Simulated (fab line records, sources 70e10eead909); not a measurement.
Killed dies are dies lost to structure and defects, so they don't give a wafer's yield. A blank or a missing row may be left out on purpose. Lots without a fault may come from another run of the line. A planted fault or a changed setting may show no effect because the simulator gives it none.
A struck lot beside a sound one | flow nand_harc | 14 steps out of a route of 1302
Sound: wafers L933.2, L933.3, L933.5. Struck: wafers L925.1, L925.3, L925.5. The cause comes at the end.
At each step with rows: each side's tool, then ch and its chambers, then its first start. Under that, the readings that differ: sound wafers | struck wafers | difference of the means | sigmas: that difference in standard deviations of wafers without a fault.
alike: readings whose means differ by less than 2 such deviations, and words and numbers that are the same on both sides. not compared: withheld readings, readings that some wafer has no value for, bounds like >300 that may hide the same value, and numbers for which the record gives no deviation and whose values overlap.
The two part at a step that has a row with sigmas, a row that says differs or no value, or rows on one side only. Numbers that don't overlap but have no deviation are shown without sigmas and don't part them. A reading that every wafer of one side lacks parts them only if that side has two wafers or more.

first, 3 steps without rows for these wafers: NHARC_A_CHANNEL_HOLE_D1_ETCH_39 (etches the open film in N2/H2, target depth 260 nm, time 325 s); NHARC_A_CHANNEL_HOLE_D1_ETCH_34 (etches the open film in CF4/CHF3, target depth 154 nm, time 77 s); NHARC_A_CHANNEL_HOLE_D1_ETCH_16 (etches the open film in O2/COS, target depth 3100 nm, time 806 s).
NHARC_A_CHANNEL_HOLE_D1_CD_MEAS_18:
  sound on cd_sem-01, day 15 22:35; struck on cd_sem-03, day 12 15:43
  alike: cd_nm
NHARC_A_CHANNEL_HOLE_D1_ETCH_19: etches the open film in C4F8/O2/Ar, time 34.5 s.
  sound on har_etch-01 ch 0,1, day 15 22:40; struck on har_etch-02 ch 0, day 12 20:31
  alike: bias_v, c4f8_flow_sccm, drypump_motor_current_A, showerhead_plenum_p_Torr, throttle_valve_pct
  not compared: rf_hours_counter_h
NHARC_A_CHANNEL_HOLE_D1_ETCH_20: etches the open film in C4F8/O2/Ar, time 361.9 s, target depth 1600 nm.
  sound on har_etch-01 ch 0,1, day 15 22:46; struck on har_etch-02 ch 0, day 12 20:39
  alike: c4f8_flow_sccm, chamber_pressure_mTorr, drypump_motor_current_A, showerhead_plenum_p_Torr, throttle_valve_pct
  not compared: rf_hours_counter_h
then, 1 step without rows for these wafers: NHARC_A_CHANNEL_HOLE_D1_ETCH_21 (etches the open film in C4F8/O2/Ar, time 514.3 s, target depth 1600 nm).
NHARC_A_CHANNEL_HOLE_D1_ETCH_22: etches the open film in C4F8/O2/Ar, time 666.7 s, target depth 1600 nm.
  sound on har_etch-01 ch 0,1, day 15 23:32; struck on har_etch-02 ch 0, day 12 21:26
  alike: c4f8_flow_sccm, chamber_pressure_mTorr, drypump_motor_current_A, showerhead_plenum_p_Torr, throttle_valve_pct
  not compared: rf_hours_counter_h
NHARC_A_CHANNEL_HOLE_D1_ETCH_23: etches the open film in C4F8/O2/Ar, time 819 s, target depth 1600 nm.
  sound on har_etch-01 ch 0,1, day 16 00:07; struck on har_etch-02 ch 0, day 12 22:02
  alike: c4f8_flow_sccm, chamber_pressure_mTorr, drypump_motor_current_A, showerhead_plenum_p_Torr, throttle_valve_pct
  not compared: rf_hours_counter_h
then, 2 steps without rows for these wafers: NHARC_A_CHANNEL_HOLE_D1_ETCH_24 (etches the open film in C4F8/O2/Ar, time 906.2 s, target depth 1500 nm); NHARC_A_CHANNEL_HOLE_D1_ETCH_25 (etches the open film in C4F8/O2/Ar, time 1040.2 s, target depth 1500 nm).
NHARC_A_CHANNEL_HOLE_D1_ETCH_26: etches the open film in C4F8/O2/Ar, time 224.1 s, target depth 300 nm.
  sound on har_etch-01 ch 0,1, day 16 02:28; struck on har_etch-02 ch 0, day 13 00:18
  alike: bias_v, c4f8_flow_sccm, drypump_motor_current_A, showerhead_plenum_p_Torr, throttle_valve_pct
  not compared: rf_hours_counter_h
NHARC_A_CHANNEL_HOLE_D1_ETCH_33: etches the open film in C4F8/O2/Ar, time 90 s, target depth 400 nm.
  sound on har_etch-01 ch 0,1, day 16 02:40; struck on har_etch-02 ch 0, day 13 00:30
  no value came back on the struck wafers for any of 5 readings (bias_v (V), c4f8_flow_sccm (sccm) and others); on the sound wafers bias_v (V) reads 401 400 412
  not compared: rf_hours_counter_h
then, 1 step without rows for these wafers: NHARC_A_CHANNEL_HOLE_D1_STRIP_41 (strips in N2/H2).

WHERE THEY PART
Only at NHARC_A_CHANNEL_HOLE_D1_ETCH_33, within this record.

WHY: what the simulator had put in
Skipped step whole: har_etch-02, from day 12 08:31 on, at NHARC_A_CHANNEL_HOLE_D1_ETCH_33. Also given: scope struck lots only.
